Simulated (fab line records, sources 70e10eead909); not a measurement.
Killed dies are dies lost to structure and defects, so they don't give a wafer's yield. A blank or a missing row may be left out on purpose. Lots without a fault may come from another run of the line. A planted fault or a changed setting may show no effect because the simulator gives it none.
Which tool did it? | flow nand_harc | 11 lots, 33 wafers sampled, at 5 steps of a route of 1159

WHAT THE GAUGES READ, wafer by wafer
NHARC_P_BONDPAD_INSPECT_23.
lot  | measured     | on                | raw_defect_count
L933 | day 6 07:08  | defect_inspect-01 | 316 269 337
L932 | day 6 18:20  | defect_inspect-01 | 188 430 196
L935 | day 7 05:57  | defect_inspect-01 | 375 462 325
L934 | day 7 06:35  | defect_inspect-01 | 404 599 427
L936 | day 7 11:23  | defect_inspect-02 | 322 261 251
L938 | day 8 01:50  | defect_inspect-02 | 271 408 195
L943 | day 9 18:26  | defect_inspect-02 | 330 250 229
L944 | day 9 18:59  | defect_inspect-02 | 266 288 304
L945 | day 9 19:18  | defect_inspect-01 | 126 230 336
L946 | day 10 08:16 | defect_inspect-02 | 199 300 168
L951 | day 11 03:07 | defect_inspect-01 | 326 356 384

NHARC_END_SORT_01.
lot  | measured     | on        | defect_limited_yield (%) | killed_at_array | killed_at_other | killed_at_periphery | killed_dies | killed_open | killed_short | sort_bin_2_pct (%) | sort_bin_3_pct (%) | sort_bin_4_pct (%) | sort_n_pass | sort_rim_yield_pct (%) | sort_yield_pct (%)
L951 | day 24 04:29 | prober-01 | 97.5 96.8 97.2           | 15 21 17        | 0 0 0           | 2 1 2               | 17 22 19    | 1 4 3       | 5 1 2        | 0.7 1.2 0.6        | 0.15 0.15 0.15     | 1.6 1.9 2.1        | 660 655 658 | 96.2 98.1 97.2         | 97.5 96.8 97.2

WHICH TOOL RAN EACH LOT (tool, then ch and the chambers of the sampled wafers, then the start)
lot  | NHARC_P_BONDPAD_ETCH_37            | NHARC_P_BONDPAD_DEGAS_25     | NHARC_P_BONDPAD_ACTIVATE_29
L933 | rie_diel-06 ch 0,1,2, day 6 04:35  | pvd_sputter-01, day 6 05:26  | rie_diel-06 ch 0,2,3, day 6 07:12
L932 | rie_diel-01 ch 0,1,3, day 6 15:44  | pvd_sputter-01, day 6 16:43  | rie_diel-06 ch 0,2,3, day 6 18:25
L935 | rie_diel-01 ch 2,3, day 7 03:24    | pvd_sputter-02, day 7 04:20  | rie_diel-02 ch 0,1,2, day 7 06:03
L934 | rie_diel-01 ch 0,1,3, day 7 04:04  | pvd_sputter-03, day 7 04:57  | rie_diel-06 ch 0,1,3, day 7 06:41
L936 | rie_diel-06 ch 0,2,3, day 7 08:35  | pvd_sputter-02, day 7 09:27  | rie_diel-06 ch 1,2, day 7 11:27
L938 | rie_diel-02 ch 0,3, day 7 23:06    | pvd_sputter-03, day 8 00:04  | rie_diel-02 ch 0,1, day 8 02:01
L943 | rie_diel-06 ch 0,1,2, day 9 15:59  | pvd_sputter-02, day 9 16:49  | rie_diel-02 ch 0,1, day 9 18:30
L944 | rie_diel-06 ch 1,2,3, day 9 16:29  | pvd_sputter-02, day 9 17:23  | rie_diel-06 ch 1,2,3, day 9 19:04
L945 | rie_diel-06 ch 0,1,3, day 9 16:50  | pvd_sputter-03, day 9 17:41  | rie_diel-06 ch 1,2,3, day 9 19:23
L946 | rie_diel-06 ch 0,1,2, day 10 05:44 | pvd_sputter-03, day 10 06:38 | rie_diel-06 ch 0,2,3, day 10 08:19
L951 | rie_diel-06 ch 0,2, day 11 00:35   | pvd_sputter-02, day 11 01:29 | rie_diel-01 ch 0,2, day 11 03:11
- NHARC_P_BONDPAD_ETCH_37: etches the open film in N2/H2, target depth 60 nm, overetch 18 nm, time 65.91 s.
- NHARC_P_BONDPAD_DEGAS_25: time 60 s.
- NHARC_P_BONDPAD_ACTIVATE_29: chemistry N2, time 60 s.

WHAT THE TOOLS THEMSELVES READ (means of the sampled wafers that have a number; where no wafer has one, the mark that the record gives instead)
NHARC_P_BONDPAD_ETCH_37.
lot  | tool        | drypump_motor_current_A (A) | n2_flow_sccm (sccm) | oes_product_au (a.u.) | rf_vpp_V (V) | showerhead_plenum_p_Torr (Torr) | throttle_valve_pct (%)
L933 | rie_diel-06 | 5.8                         | 150.2               | 0.997                 | 432          | 2.09                            | 14.171
L932 | rie_diel-01 | 5.4                         | 149.9               | 0.991                 | 428          | 1.98                            | 14.176
L935 | rie_diel-01 | 5.7                         | 149.6               | 1.008                 | 430          | 2.05                            | 14.179
L934 | rie_diel-01 | 5.4                         | 149.8               | 0.997                 | 432          | 2.09                            | 14.181
L936 | rie_diel-06 | 5.3                         | 150.0               | 1.006                 | 433          | 2.13                            | 14.175
L938 | rie_diel-02 | 5.9                         | 149.6               | 0.999                 | 426          | 1.92                            | 14.174
L943 | rie_diel-06 | 5.8                         | 149.7               | 0.993                 | 432          | 2.09                            | 14.175
L944 | rie_diel-06 | 5.9                         | 149.4               | 0.988                 | 430          | 2.03                            | 14.166
L945 | rie_diel-06 | 5.5                         | 150.3               | 0.994                 | 430          | 2.03                            | 14.160
L946 | rie_diel-06 | 5.8                         | 149.7               | 0.992                 | 432          | 2.09                            | 14.162
L951 | rie_diel-06 | 5.2                         | 150.0               | 1.005                 | 434          | 2.18                            | 14.166

NHARC_P_BONDPAD_DEGAS_25.
lot  | tool           | heater_power_w (W)
L933 | pvd_sputter-01 | 435
L932 | pvd_sputter-01 | 448
L935 | pvd_sputter-02 | 553
L934 | pvd_sputter-03 | 458
L936 | pvd_sputter-02 | 525
L938 | pvd_sputter-03 | 456
L943 | pvd_sputter-02 | 495
L944 | pvd_sputter-02 | 524
L945 | pvd_sputter-03 | 484
L946 | pvd_sputter-03 | 463
L951 | pvd_sputter-02 | 510

NHARC_P_BONDPAD_ACTIVATE_29.
lot  | tool        | drypump_motor_current_A (A) | n2_flow_sccm (sccm) | oes_product_au (a.u.) | rf_vpp_V (V) | run_length_s (s) | showerhead_plenum_p_Torr (Torr)
L933 | rie_diel-06 | 5.3                         | 200.0               | 1.004                 | 64.5         | 81.1             | 1.84
L932 | rie_diel-06 | 5.3                         | 201.0               | 1.008                 | 64.8         | 81.0             | 1.84
L935 | rie_diel-02 | 6.1                         | 199.4               | 0.984                 | 63.4         | 81.2             | 1.67
L934 | rie_diel-06 | 5.5                         | 199.6               | 0.994                 | 64.0         | 80.9             | 1.77
L936 | rie_diel-06 | 6.4                         | 199.5               | 0.993                 | 63.5         | 81.4             | 1.73
L938 | rie_diel-02 | 6.2                         | 200.3               | 0.993                 | 63.9         | 81.0             | 1.67
L943 | rie_diel-02 | 6.2                         | 200.4               | 1.004                 | 63.0         | 81.2             | 1.66
L944 | rie_diel-06 | 5.9                         | 199.7               | 0.995                 | 64.1         | 91.0             | 1.76
L945 | rie_diel-06 | 5.9                         | 200.1               | 0.988                 | 64.2         | 91.2             | 1.76
L946 | rie_diel-06 | 5.3                         | 200.1               | 0.995                 | 64.1         | 90.7             | 1.84
L951 | rie_diel-01 | 5.9                         | 200.1               | 0.999                 | 64.3         | 81.3             | 1.82

THE ANSWER, worked out from the rows above alone
Rule: what is usual is taken from the lots themselves. Put in order of their means at a reading, lots are off if they are a third of the lots or fewer, leave a main group of 4 or more, and stand apart from it by a gap of 3 or more times the standard deviation of the main group's means; of several such gaps the widest counts. A main group whose means are all the same, to the digits that the tables above print for the reading, isn't used. A lot without any number at a reading at which 4 lots or more have one is off too. The other lots that the step has rows for count as sound. The gauges are gone through in route order, then the tools' own readings, and for those a lot's mean is taken as printed above. The first step at which some lot is off is used, and at that step the reading that is off furthest; a lot without a number counts as furthest.
Off: L944, L945, L946, at NHARC_P_BONDPAD_ACTIVATE_29 (run_length_s). The main group: mean 81.1 s, standard deviation 0.16.
A tool fits if, at that step or a process step before it, it ran every lot that is off, and no sound lot after the first of them. One fits: rie_diel-06 at NHARC_P_BONDPAD_ACTIVATE_29. Its last sound lot is L936 (day 7 11:27), its first lot that is off L944 (day 9 19:04): a fault that began between those two fits.
The tool's own readings at NHARC_P_BONDPAD_ACTIVATE_29 bear it out: on the lots that are off they differ by more than 5 times the standard deviation of the sound lots' means. run_length_s reads 91.0 s there against 81.1 s on the sound lots.

WHAT THE SIMULATOR HAD PUT IN
Process parameter drift: rie_diel-06, from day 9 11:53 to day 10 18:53, at NHARC_P_BONDPAD_ACTIVATE_29. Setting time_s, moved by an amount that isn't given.
Lots struck among those shown: L944, L945, L946. The rule above found the same.
